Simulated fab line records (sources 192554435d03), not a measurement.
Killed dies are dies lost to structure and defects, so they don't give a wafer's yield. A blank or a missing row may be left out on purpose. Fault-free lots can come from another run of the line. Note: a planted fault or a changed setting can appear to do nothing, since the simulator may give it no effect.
Split-lot experiment / flow n5-finfet / on a route of 1938 steps: 7 lots, 39 wafers read

## SPLIT DETAILS
At N5_FIN_CUT_CUT_ETCH_15 (etches Si in HBr/Cl2/O2, target depth 100 nm, bt time 10 s, time 42.4 s), the setting target-depth-a was moved away from the recipe's 1000 angstrom on 12 of the 39 wafers read, by -8.0% to +11.1%. The other wafers ran this setting at the recipe's value.

The reading is taken at the split's own step.

## THE READING
SOC_of_FIN_CUT_COAT_18.thk-nm (the simulator's own value, which no gauge read), in nm, at N5_FIN_CUT_CUT_ETCH_15 (etches Si in HBr/Cl2/O2, target depth 100 nm, bt time 10 s, time 42.4 s). The file gives no usual value for it. Average 170.0 nm, standard deviation 1.2 nm, over the 27 wafers here run with the recipe.

wafer=L075.1; tool, chamber at the split=rie-si-05, 1; target-depth-a as run, angstrom=1000; against the recipe=recipe; SOC_of_FIN_CUT_COAT_18.thk-nm, nm=168.4; against lot-mates on the recipe=-
wafer=L075.2; tool, chamber at the split=rie-si-05, 3; target-depth-a as run, angstrom=1111; against the recipe=+11.1%; SOC_of_FIN_CUT_COAT_18.thk-nm, nm=166.2; against lot-mates on the recipe=-2.7
wafer=L075.3; tool, chamber at the split=rie-si-05, 0; target-depth-a as run, angstrom=1000; against the recipe=recipe; SOC_of_FIN_CUT_COAT_18.thk-nm, nm=169; against lot-mates on the recipe=-
wafer=L075.4; tool, chamber at the split=rie-si-05, 2; target-depth-a as run, angstrom=1111; against the recipe=+11.1%; SOC_of_FIN_CUT_COAT_18.thk-nm, nm=165.6; against lot-mates on the recipe=-3.3
wafer=L075.5; tool, chamber at the split=rie-si-05, 1; target-depth-a as run, angstrom=1111; against the recipe=+11.1%; SOC_of_FIN_CUT_COAT_18.thk-nm, nm=165.6; against lot-mates on the recipe=-3.3
wafer=L075.6; tool, chamber at the split=rie-si-05, 2; target-depth-a as run, angstrom=1000; against the recipe=recipe; SOC_of_FIN_CUT_COAT_18.thk-nm, nm=169.4; against lot-mates on the recipe=-
wafer=L080.1; tool, chamber at the split=rie-si-06, 1; target-depth-a as run, angstrom=1000; against the recipe=recipe; SOC_of_FIN_CUT_COAT_18.thk-nm, nm=172; against lot-mates on the recipe=-
wafer=L080.2; tool, chamber at the split=rie-si-06, 3; target-depth-a as run, angstrom=1000; against the recipe=recipe; SOC_of_FIN_CUT_COAT_18.thk-nm, nm=170.8; against lot-mates on the recipe=-
wafer=L080.3; tool, chamber at the split=rie-si-06, 2; target-depth-a as run, angstrom=1000; against the recipe=recipe; SOC_of_FIN_CUT_COAT_18.thk-nm, nm=172; against lot-mates on the recipe=-
wafer=L080.4; tool, chamber at the split=rie-si-06, 0; target-depth-a as run, angstrom=1000; against the recipe=recipe; SOC_of_FIN_CUT_COAT_18.thk-nm, nm=170.6; against lot-mates on the recipe=-
wafer=L080.5; tool, chamber at the split=rie-si-06, 0; target-depth-a as run, angstrom=1000; against the recipe=recipe; SOC_of_FIN_CUT_COAT_18.thk-nm, nm=170.6; against lot-mates on the recipe=-
wafer=L080.6; tool, chamber at the split=rie-si-06, 3; target-depth-a as run, angstrom=1000; against the recipe=recipe; SOC_of_FIN_CUT_COAT_18.thk-nm, nm=171.2; against lot-mates on the recipe=-
wafer=L083.1; tool, chamber at the split=rie-si-05, 3; target-depth-a as run, angstrom=1107; against the recipe=+10.7%; SOC_of_FIN_CUT_COAT_18.thk-nm, nm=167.2; against lot-mates on the recipe=-3.3
wafer=L083.2; tool, chamber at the split=rie-si-05, 1; target-depth-a as run, angstrom=1000; against the recipe=recipe; SOC_of_FIN_CUT_COAT_18.thk-nm, nm=171.8; against lot-mates on the recipe=-
wafer=L083.3; tool, chamber at the split=rie-si-05, 2; target-depth-a as run, angstrom=1107; against the recipe=+10.7%; SOC_of_FIN_CUT_COAT_18.thk-nm, nm=165.6; against lot-mates on the recipe=-4.9
wafer=L083.4; tool, chamber at the split=rie-si-05, 0; target-depth-a as run, angstrom=1000; against the recipe=recipe; SOC_of_FIN_CUT_COAT_18.thk-nm, nm=169.8; against lot-mates on the recipe=-
wafer=L083.5; tool, chamber at the split=rie-si-05, 0; target-depth-a as run, angstrom=1000; against the recipe=recipe; SOC_of_FIN_CUT_COAT_18.thk-nm, nm=169.8; against lot-mates on the recipe=-
wafer=L083.6; tool, chamber at the split=rie-si-05, 3; target-depth-a as run, angstrom=1107; against the recipe=+10.7%; SOC_of_FIN_CUT_COAT_18.thk-nm, nm=166.8; against lot-mates on the recipe=-3.7
wafer=L084.1; tool, chamber at the split=rie-si-01, 3; target-depth-a as run, angstrom=925.2; against the recipe=-7.5%; SOC_of_FIN_CUT_COAT_18.thk-nm, nm=172.2; against lot-mates on the recipe=+2.7
wafer=L084.2; tool, chamber at the split=rie-si-01, 1; target-depth-a as run, angstrom=1000; against the recipe=recipe; SOC_of_FIN_CUT_COAT_18.thk-nm, nm=169; against lot-mates on the recipe=-
wafer=L084.3; tool, chamber at the split=rie-si-01, 2; target-depth-a as run, angstrom=925.2; against the recipe=-7.5%; SOC_of_FIN_CUT_COAT_18.thk-nm, nm=173.8; against lot-mates on the recipe=+4.3
wafer=L084.4; tool, chamber at the split=rie-si-01, 0; target-depth-a as run, angstrom=925.2; against the recipe=-7.5%; SOC_of_FIN_CUT_COAT_18.thk-nm, nm=172.2; against lot-mates on the recipe=+2.7
wafer=L084.5; tool, chamber at the split=rie-si-01, 2; target-depth-a as run, angstrom=1000; against the recipe=recipe; SOC_of_FIN_CUT_COAT_18.thk-nm, nm=170.4; against lot-mates on the recipe=-
wafer=L084.6; tool, chamber at the split=rie-si-01, 3; target-depth-a as run, angstrom=1000; against the recipe=recipe; SOC_of_FIN_CUT_COAT_18.thk-nm, nm=169.2; against lot-mates on the recipe=-
wafer=L086.1; tool, chamber at the split=rie-si-05, 3; target-depth-a as run, angstrom=1000; against the recipe=recipe; SOC_of_FIN_CUT_COAT_18.thk-nm, nm=169.4; against lot-mates on the recipe=-
wafer=L086.3; tool, chamber at the split=rie-si-05, 0; target-depth-a as run, angstrom=1000; against the recipe=recipe; SOC_of_FIN_CUT_COAT_18.thk-nm, nm=167.4; against lot-mates on the recipe=-
wafer=L086.4; tool, chamber at the split=rie-si-05, 2; target-depth-a as run, angstrom=1000; against the recipe=recipe; SOC_of_FIN_CUT_COAT_18.thk-nm, nm=168; against lot-mates on the recipe=-
wafer=L087.1; tool, chamber at the split=rie-si-01, 1; target-depth-a as run, angstrom=1000; against the recipe=recipe; SOC_of_FIN_CUT_COAT_18.thk-nm, nm=170.2; against lot-mates on the recipe=-
wafer=L087.2; tool, chamber at the split=rie-si-01, 0; target-depth-a as run, angstrom=919.6; against the recipe=-8.0%; SOC_of_FIN_CUT_COAT_18.thk-nm, nm=172.6; against lot-mates on the recipe=+2.8
wafer=L087.3; tool, chamber at the split=rie-si-01, 2; target-depth-a as run, angstrom=919.6; against the recipe=-8.0%; SOC_of_FIN_CUT_COAT_18.thk-nm, nm=174.2; against lot-mates on the recipe=+4.4
wafer=L087.4; tool, chamber at the split=rie-si-01, 3; target-depth-a as run, angstrom=1000; against the recipe=recipe; SOC_of_FIN_CUT_COAT_18.thk-nm, nm=171.2; against lot-mates on the recipe=-
wafer=L087.5; tool, chamber at the split=rie-si-01, 0; target-depth-a as run, angstrom=1000; against the recipe=recipe; SOC_of_FIN_CUT_COAT_18.thk-nm, nm=168; against lot-mates on the recipe=-
wafer=L087.6; tool, chamber at the split=rie-si-01, 1; target-depth-a as run, angstrom=919.6; against the recipe=-8.0%; SOC_of_FIN_CUT_COAT_18.thk-nm, nm=173.6; against lot-mates on the recipe=+3.8
wafer=L090.1; tool, chamber at the split=rie-si-05, 2; target-depth-a as run, angstrom=1000; against the recipe=recipe; SOC_of_FIN_CUT_COAT_18.thk-nm, nm=171; against lot-mates on the recipe=-
wafer=L090.2; tool, chamber at the split=rie-si-05, 0; target-depth-a as run, angstrom=1000; against the recipe=recipe; SOC_of_FIN_CUT_COAT_18.thk-nm, nm=170.2; against lot-mates on the recipe=-
wafer=L090.3; tool, chamber at the split=rie-si-05, 1; target-depth-a as run, angstrom=1000; against the recipe=recipe; SOC_of_FIN_CUT_COAT_18.thk-nm, nm=170; against lot-mates on the recipe=-
wafer=L090.4; tool, chamber at the split=rie-si-05, 3; target-depth-a as run, angstrom=1000; against the recipe=recipe; SOC_of_FIN_CUT_COAT_18.thk-nm, nm=170.2; against lot-mates on the recipe=-
wafer=L090.5; tool, chamber at the split=rie-si-05, 3; target-depth-a as run, angstrom=1000; against the recipe=recipe; SOC_of_FIN_CUT_COAT_18.thk-nm, nm=170.6; against lot-mates on the recipe=-
wafer=L090.6; tool, chamber at the split=rie-si-05, 0; target-depth-a as run, angstrom=1000; against the recipe=recipe; SOC_of_FIN_CUT_COAT_18.thk-nm, nm=169.2; against lot-mates on the recipe=-

FIT RESULTS
A straight line over all 39 wafers: SOC_of_FIN_CUT_COAT_18.thk-nm changes by -0.369 nm for each +1% of target-depth-a; r = -0.87; the points scatter about the line by 1.1 nm.
The same after taking each lot's own level away (the mean of its wafers on the recipe; 39 wafers): -0.366 nm for each +1%; r = -0.92; scatter 0.81 nm.
That fit puts the effect of the largest move of target-depth-a on the reading at 4.1 nm.
Measured against the standard deviation above, the lots' own levels, which go from 168.27 to 171.20 nm, span 2.5 times it.
Consequently the slope shifts little with the lot-to-lot level, the two slopes agreeing.
Check: -4.08 nm against its lot-mates is what the line predicts for one of the wafers moved furthest among these (+11.1%) when that wafer is left out of the fit. Against them it came out at -2.73 nm.

## THE WHOLE CHAIN: every reading that the file lists as answering this split, in the file's order
step=N5_FIN_CUT_CUT_ETCH_15; what it does=etches Si in HBr/Cl2/O2, target depth 100 nm, bt time 10 s, time 42.4 s; reading=etch.depth-nm (the simulator's own value, which no gauge read); change (the file's fit)=+0.929 nm for each +1% of the setting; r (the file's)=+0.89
step=N5_FIN_CUT_CUT_ETCH_15; what it does=etches Si in HBr/Cl2/O2, target depth 100 nm, bt time 10 s, time 42.4 s; reading=FIN_CUT.feature-depth-nm (the simulator's own value, which no gauge read); change (the file's fit)=+0.927 nm for each +1% of the setting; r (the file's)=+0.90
step=N5_FIN_CUT_CUT_ETCH_15; what it does=etches Si in HBr/Cl2/O2, target depth 100 nm, bt time 10 s, time 42.4 s; reading=SOC_of_FIN_CUT_COAT_18.thk-nm (the simulator's own value, which no gauge read); change (the file's fit)=-0.364 nm for each +1% of the setting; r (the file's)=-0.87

## THE FILE'S OWN FIT
SOC_of_FIN_CUT_COAT_18.thk-nm changes by -0.364 nm for each +1% of target-depth-a, r = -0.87.
